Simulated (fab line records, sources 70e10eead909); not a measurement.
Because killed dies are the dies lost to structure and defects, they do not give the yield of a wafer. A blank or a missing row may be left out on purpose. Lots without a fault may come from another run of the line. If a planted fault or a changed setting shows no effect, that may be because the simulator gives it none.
fab line records | flow nand_harc
record: lots: 5 | wafers: 15 | last_day: 32
route steps=1302 shown A_ZERO_WELL@412 A_SOURCE_PLATE@413 A_ONON_D1@424
lots with no fault: from the same line, run without faults
start_h: the number of hours between the record's first day and the start of the first shown wafer of the lot | wait_h: time in hours since the lot's previous step | " unchanged from the row above | L1.1+2: several wafers, shown together as one row | - no value, or no start was given | * or withheld: withheld | < > ~ a bound
route shown NAME@n: NAME is a module with steps in the file, n the number in the route of the first one | usual: mean/standard deviation of fault-free wafers | same: alike in all rows | chamber/n: place in a boat | sites: per-site readings | _std_site: their standard deviation | _edge_site: mean of outer sites minus mean of inner sites | radius_mm: how far each site lies from the wafer's centre | mask NAME#n: copy n | behind: tool/chamber where the wafer was last shaped | hold: what put the lot on hold/how long, in hours/how the hold closed | device: the n, p or np transistor that did not switch | end of line: at the end of the route, the tests of the same wafers | a step without rows: its recipe alone | killed: not the wafer's yield, but the dies lost to structure and defects at the first sort | map: shows each die of a wafer: x if killed, . if not, _ if none is there
set.NAME: the setting as run; set.NAME@STEP: as run at that earlier step | model.NAME: the simulator's own value behind a step, which no gauge read
certain route steps with their lots: each step a table, each wafer a row
services: when a tool's chamber went out of use (start_h, in hours from the record's first day, below 0 if earlier), for how many hours, and the reason
== steps ==
step: NHARC_A_ZERO_WELL_INSPECT_17
usual: raw_defect_count: 12/7.2
lot.wafer | tool              | chamber | start_h | wait_h | raw_defect_count
L074.3    | defect_inspect-02 | -       | 139.36  | 0.1    | 13
L074.4    | "                 | -       | "       | "      | 5
L074.6    | "                 | -       | "       | "      | 8
L078.1    | defect_inspect-02 | -       | 190.55  | 0.2    | 17
L078.4    | "                 | -       | "       | "      | 14
L078.6    | "                 | -       | "       | "      | 7
L083.1    | defect_inspect-01 | -       | 230.71  | 0.2    | 7
L083.2    | "                 | -       | "       | "      | 9
L083.6    | "                 | -       | "       | "      | 4
L086.3    | defect_inspect-01 | -       | 257.70  | 0.1    | 14
L086.4    | "                 | -       | "       | "      | 12
L086.6    | "                 | -       | "       | "      | 10
L093.3    | defect_inspect-02 | -       | 326.13  | 0.1    | 6
L093.4    | "                 | -       | "       | "      | 4
L093.6    | "                 | -       | "       | "      | 5
step: NHARC_A_SOURCE_PLATE_PRECLEAN_00
recipe: time_s: 60 | chemistry: HF-LAST
lot.wafer  | tool         | chamber | start_h | wait_h
L074.6+3+4 | wet_bench-02 | 5,7,1   | 139.41  | 0.0
L078.6+1+4 | wet_bench-06 | 6,7,0   | 190.60  | 0.0
L083.2+6+1 | wet_bench-01 | 6,7,0   | 230.77  | 0.1
L086.4+6+3 | wet_bench-01 | 2,3,6   | 257.76  | 0.1
L093.6+4+3 | wet_bench-06 | 4,0,1   | 326.18  | 0.0
step: NHARC_A_SOURCE_PLATE_SRD_01
lot.wafer  | tool         | chamber | start_h | wait_h
L074.6+3+4 | wet_bench-02 | 5,7,1   | -       | -
L078.6+1+4 | wet_bench-06 | 6,7,0   | -       | -
L083.2+6+1 | wet_bench-01 | 6,7,0   | -       | -
L086.4+6+3 | wet_bench-01 | 2,3,6   | -       | -
L093.6+4+3 | wet_bench-06 | 4,0,1   | -       | -
step: NHARC_A_SOURCE_PLATE_OXIDE_02
recipe: target_thk_a: 100 | temp_c: 900 | ox_time_s: 1362 | material: SiO2
lot.wafer  | tool       | chamber | start_h | wait_h
L074.3+4+6 | furnace-03 | 0       | 144.66  | -
L078.1+4+6 | furnace-01 | 0       | 192.93  | -
L083.1+2+6 | furnace-01 | 0       | 233.65  | -
L086.3+4+6 | furnace-07 | 0       | 260.94  | -
L093.3+4+6 | furnace-01 | 0       | 328.01  | -
step: NHARC_A_SOURCE_PLATE_THK_MEAS_09
recipe: thk_meas_gauge: ellipsometry
usual: thk_nm: 9.7/0.96
lot.wafer | tool          | chamber | start_h | wait_h | thk_nm
L074.3    | film_metro-02 | -       | 148.73  | 0.4    | 10.8
L074.4    | "             | -       | "       | "      | 9.1
L074.6    | "             | -       | "       | "      | 8.6
L078.1    | film_metro-01 | -       | 196.99  | 0.4    | 10.8
L078.4    | "             | -       | "       | "      | 10.2
L078.6    | "             | -       | "       | "      | 10.4
L083.1    | film_metro-02 | -       | 237.67  | 0.4    | 9.5
L083.2    | "             | -       | "       | "      | 8.6
L083.6    | "             | -       | "       | "      | 7.8
L086.3    | film_metro-01 | -       | 265.03  | 0.4    | 12.0
L086.4    | "             | -       | "       | "      | 10.8
L086.6    | "             | -       | "       | "      | 12.3
L093.3    | film_metro-02 | -       | 332.02  | 0.4    | 9.9
L093.4    | "             | -       | "       | "      | 9.1
L093.6    | "             | -       | "       | "      | 8.0
step: NHARC_A_SOURCE_PLATE_PVD_04
recipe: target_thk_a: 500 | material: WSi2
lot.wafer  | tool           | chamber | start_h | wait_h
L074.4+3+6 | pvd_sputter-02 | -       | 148.78  | 0.1
L078.4+1+6 | pvd_sputter-03 | -       | 197.08  | 0.1
L083.2+1+6 | pvd_sputter-01 | -       | 237.73  | 0.1
L086.4+3+6 | pvd_sputter-01 | -       | 265.12  | 0.1
L093.3+4+6 | pvd_sputter-03 | -       | 332.08  | 0.1
step: NHARC_A_SOURCE_PLATE_CVD_03
recipe: target_thk_a: 2000 | temp_c: 620 | pressure_mtorr: 200 | time_s: 4000 | material: poly-Si
lot.wafer  | tool          | chamber | start_h | wait_h
L074.3+4+6 | lpcvd_poly-03 | 0       | 151.30  | -
L078.1+4+6 | lpcvd_poly-02 | 0       | 199.47  | -
L083.1+2+6 | lpcvd_poly-04 | 0       | 240.27  | -
L086.3+4+6 | lpcvd_poly-02 | 0       | 267.51  | -
L093.3+4+6 | lpcvd_poly-02 | 0       | 334.50  | -
step: NHARC_A_SOURCE_PLATE_ANNEAL_05
recipe: temp_c: 850 | time_s: 1800
lot.wafer  | tool       | chamber | start_h | wait_h
L074.3+4+6 | furnace-07 | 0       | 159.94  | 5.4
L078.1+4+6 | furnace-07 | 0       | 206.75  | 4.2
L083.1+2+6 | furnace-07 | 0       | 246.73  | 3.4
L086.3+4+6 | furnace-01 | 0       | 272.64  | 2.1
L093.3+4+6 | furnace-01 | 0       | 340.55  | 2.9
step: NHARC_A_SOURCE_PLATE_THK_MEAS_06
recipe: thk_meas_gauge: ellipsometry
usual: thk_nm: 199.5/2.3
lot.wafer | tool          | chamber | start_h | wait_h | thk_nm
L074.3    | film_metro-01 | -       | 163.84  | 0.4    | 199.6
L074.4    | "             | -       | "       | "      | 199.3
L074.6    | "             | -       | "       | "      | 201.8
L078.1    | film_metro-02 | -       | 210.64  | 0.4    | 200.8
L078.4    | "             | -       | "       | "      | 201.8
L078.6    | "             | -       | "       | "      | 201.7
L083.1    | film_metro-02 | -       | 250.74  | 0.4    | 199.6
L083.2    | "             | -       | "       | "      | 199.4
L083.6    | "             | -       | "       | "      | 201.3
L086.3    | film_metro-02 | -       | 276.63  | 0.4    | 197.7
L086.4    | "             | -       | "       | "      | 197.2
L086.6    | "             | -       | "       | "      | 199.2
L093.3    | film_metro-01 | -       | 344.46  | 0.4    | 197.9
L093.4    | "             | -       | "       | "      | 198.4
L093.6    | "             | -       | "       | "      | 199.9
step: NHARC_A_SOURCE_PLATE_INSPECT_08
usual: raw_defect_count: 58/23
lot.wafer | tool              | chamber | start_h | wait_h | raw_defect_count
L074.3    | defect_inspect-01 | -       | 163.94  | 0.0    | 84
L074.4    | "                 | -       | "       | "      | 86
L074.6    | "                 | -       | "       | "      | 48
L078.1    | defect_inspect-01 | -       | 210.70  | 0.0    | 59
L078.4    | "                 | -       | "       | "      | 47
L078.6    | "                 | -       | "       | "      | 36
L083.1    | defect_inspect-02 | -       | 250.80  | 0.0    | 53
L083.2    | "                 | -       | "       | "      | 106
L083.6    | "                 | -       | "       | "      | 50
L086.3    | defect_inspect-02 | -       | 276.72  | 0.0    | 98
L086.4    | "                 | -       | "       | "      | 79
L086.6    | "                 | -       | "       | "      | 100
L093.3    | defect_inspect-02 | -       | 344.52  | 0.0    | 58
L093.4    | "                 | -       | "       | "      | 64
L093.6    | "                 | -       | "       | "      | 41
step: NHARC_A_ONON_D1_DEP_00
recipe: target_thk_a: 10000 | n2_flow_sccm: 2750 | n2o_flow_sccm: 2000 | nh3_flow_sccm: 500 | sih4_flow_sccm: 210 | temp_c: 400
lot.wafer  | tool          | chamber | start_h | wait_h
L074.3+4+6 | pecvd_onon-04 | 0       | 164.13  | 0.2
L078.1+4+6 | pecvd_onon-04 | 0       | 210.77  | 0.1
L083.1+2+6 | pecvd_onon-04 | 0       | 250.87  | 0.1
L086.3+4+6 | pecvd_onon-03 | 0       | 276.90  | 0.2
L093.3+4+6 | pecvd_onon-04 | 0       | 344.70  | 0.2
step: NHARC_A_ONON_D1_THK_MEAS_02
recipe: thk_meas_gauge: ellipsometry
usual: thk_nm: 997/11
lot.wafer | tool          | chamber | start_h | wait_h | thk_nm
L074.3    | film_metro-02 | -       | 164.52  | -      | 1014
L074.4    | "             | -       | "       | "      | 1013
L074.6    | "             | -       | "       | "      | 1012
L078.1    | film_metro-02 | -       | 211.28  | -      | 999
L078.4    | "             | -       | "       | "      | 998
L078.6    | "             | -       | "       | "      | 998
L083.1    | film_metro-02 | -       | 251.37  | -      | 993
L083.2    | "             | -       | "       | "      | 993
L083.6    | "             | -       | "       | "      | 993
L086.3    | film_metro-01 | -       | 277.29  | -      | 1004
L086.4    | "             | -       | "       | "      | 1003
L086.6    | "             | -       | "       | "      | 1002
L093.3    | film_metro-01 | -       | 345.09  | -      | 995
L093.4    | "             | -       | "       | "      | 994
L093.6    | "             | -       | "       | "      | 998
step: NHARC_A_ONON_D1_DEP_03
recipe: target_thk_a: 10000 | n2_flow_sccm: 2750 | n2o_flow_sccm: 2000 | nh3_flow_sccm: 500 | sih4_flow_sccm: 210 | temp_c: 400
lot.wafer  | tool          | chamber | start_h | wait_h
L074.3+4+6 | pecvd_onon-04 | 0       | 164.69  | 0.2
L078.1+4+6 | pecvd_onon-04 | 0       | 211.33  | 0.1
L083.1+2+6 | pecvd_onon-03 | 0       | 251.43  | 0.1
L086.3+4+6 | pecvd_onon-03 | 0       | 277.47  | 0.2
L093.3+4+6 | pecvd_onon-01 | 0       | 345.27  | 0.2
step: NHARC_A_ONON_D1_THK_MEAS_05
recipe: thk_meas_gauge: ellipsometry
usual: thk_nm: 1002/7.8
lot.wafer | tool          | chamber | start_h | wait_h | thk_nm
L074.3    | film_metro-02 | -       | 165.09  | -      | 1002
L074.4    | "             | -       | "       | "      | 1001
L074.6    | "             | -       | "       | "      | 1003
L078.1    | film_metro-02 | -       | 211.85  | -      | 1008
L078.4    | "             | -       | "       | "      | 1009
L078.6    | "             | -       | "       | "      | 1009
L083.1    | film_metro-01 | -       | 251.94  | -      | 995
L083.2    | "             | -       | "       | "      | 994
L083.6    | "             | -       | "       | "      | 995
L086.3    | film_metro-02 | -       | 277.87  | -      | 1006
L086.4    | "             | -       | "       | "      | 1007
L086.6    | "             | -       | "       | "      | 1008
L093.3    | film_metro-01 | -       | 345.66  | -      | 1011
L093.4    | "             | -       | "       | "      | 1011
L093.6    | "             | -       | "       | "      | 1010
step: NHARC_A_ONON_D1_DEP_06
recipe: target_thk_a: 10000 | n2_flow_sccm: 2750 | n2o_flow_sccm: 2000 | nh3_flow_sccm: 500 | sih4_flow_sccm: 210 | temp_c: 400
lot.wafer  | tool          | chamber | start_h | wait_h
L074.3+4+6 | pecvd_onon-04 | 0       | 165.26  | 0.2
L078.1+4+6 | pecvd_onon-03 | 0       | 211.91  | 0.1
L083.1+2+6 | pecvd_onon-04 | 0       | 251.99  | 0.1
L086.3+4+6 | pecvd_onon-04 | 0       | 278.38  | 0.5
L093.3+4+6 | pecvd_onon-04 | 0       | 345.83  | 0.2
step: NHARC_A_ONON_D1_THK_MEAS_08
recipe: thk_meas_gauge: ellipsometry
usual: thk_nm: 998/9.8
lot.wafer | tool          | chamber | start_h | wait_h | thk_nm
L074.3    | film_metro-01 | -       | 165.65  | -      | 998
L074.4    | "             | -       | "       | "      | 1000
L074.6    | "             | -       | "       | "      | 998
L078.1    | film_metro-02 | -       | 212.41  | -      | 1004
L078.4    | "             | -       | "       | "      | 1002
L078.6    | "             | -       | "       | "      | 1005
L083.1    | film_metro-01 | -       | 252.50  | -      | 1009
L083.2    | "             | -       | "       | "      | 1008
L083.6    | "             | -       | "       | "      | 1010
L086.3    | film_metro-02 | -       | 278.77  | -      | 992
L086.4    | "             | -       | "       | "      | 991
L086.6    | "             | -       | "       | "      | 990
L093.3    | film_metro-01 | -       | 346.23  | -      | 1006
L093.4    | "             | -       | "       | "      | 1006
L093.6    | "             | -       | "       | "      | 1007
step: NHARC_A_ONON_D1_DEP_09
recipe: target_thk_a: 10000 | n2_flow_sccm: 2750 | n2o_flow_sccm: 2000 | nh3_flow_sccm: 500 | sih4_flow_sccm: 210 | temp_c: 400
lot.wafer  | tool          | chamber | start_h | wait_h
L074.3+4+6 | pecvd_onon-04 | 0       | 165.82  | 0.2
L078.1+4+6 | pecvd_onon-03 | 0       | 212.47  | 0.1
L083.1+2+6 | pecvd_onon-01 | 0       | 252.56  | 0.1
L086.3+4+6 | pecvd_onon-03 | 0       | 278.94  | 0.2
L093.3+4+6 | pecvd_onon-03 | 0       | 346.40  | 0.2
step: NHARC_A_ONON_D1_THK_MEAS_11
recipe: thk_meas_gauge: ellipsometry
usual: thk_nm: 997/9.2
lot.wafer | tool          | chamber | start_h | wait_h | thk_nm
L074.3    | film_metro-02 | -       | 166.22  | -      | 1019
L074.4    | "             | -       | "       | "      | 1018
L074.6    | "             | -       | "       | "      | 1019
L078.1    | film_metro-02 | -       | 212.98  | -      | 993
L078.4    | "             | -       | "       | "      | 992
L078.6    | "             | -       | "       | "      | 995
L083.1    | film_metro-01 | -       | 253.06  | -      | 1005
L083.2    | "             | -       | "       | "      | 1004
L083.6    | "             | -       | "       | "      | 1005
L086.3    | film_metro-01 | -       | 279.34  | -      | 1003
L086.4    | "             | -       | "       | "      | 1003
L086.6    | "             | -       | "       | "      | 1002
L093.3    | film_metro-02 | -       | 346.80  | -      | 997
L093.4    | "             | -       | "       | "      | 994
L093.6    | "             | -       | "       | "      | 996
== services ==
tool           | chamber | start_h | hours | kind
wet_bench-06   | -       | 127.35  | 3.8   | repair
pecvd_onon-04  | -       | 130.00  | 13.0  | pm
pvd_sputter-03 | -       | 170.18  | 10.0  | pm
wet_bench-01   | -       | 175.69  | 4.5   | repair
wet_bench-06   | -       | 193.60  | 8.0   | pm
wet_bench-06   | 0       | 201.60  | -     | consumable_replace:bath
wet_bench-06   | 0       | 201.60  | -     | consumable_replace:filter
wet_bench-06   | 1       | 201.60  | -     | consumable_replace:bath
wet_bench-06   | 1       | 201.60  | -     | consumable_replace:filter
lpcvd_poly-02  | -       | 206.00  | 26.0  | pm
furnace-01     | -       | 206.53  | 26.0  | pm
pecvd_onon-03  | -       | 214.17  | 0.1   | repair
pvd_sputter-01 | -       | 226.00  | 10.0  | pm
pecvd_onon-03  | -       | 227.19  | 13.0  | pm
wet_bench-02   | -       | 244.00  | 8.0   | pm
pecvd_onon-01  | -       | 269.35  | 13.0  | pm
pvd_sputter-01 | -       | 272.83  | 5.4   | repair
wet_bench-01   | -       | 277.60  | 8.0   | pm
pvd_sputter-02 | -       | 282.00  | 10.0  | pm
furnace-03     | -       | 296.00  | 26.0  | pm
wet_bench-01   | -       | 296.28  | 1.0   | repair
pecvd_onon-04  | -       | 311.00  | 13.0  | pm
furnace-07     | -       | 320.33  | 2.9   | repair
furnace-07     | -       | 336.52  | 4.0   | repair
== key ==
fault none
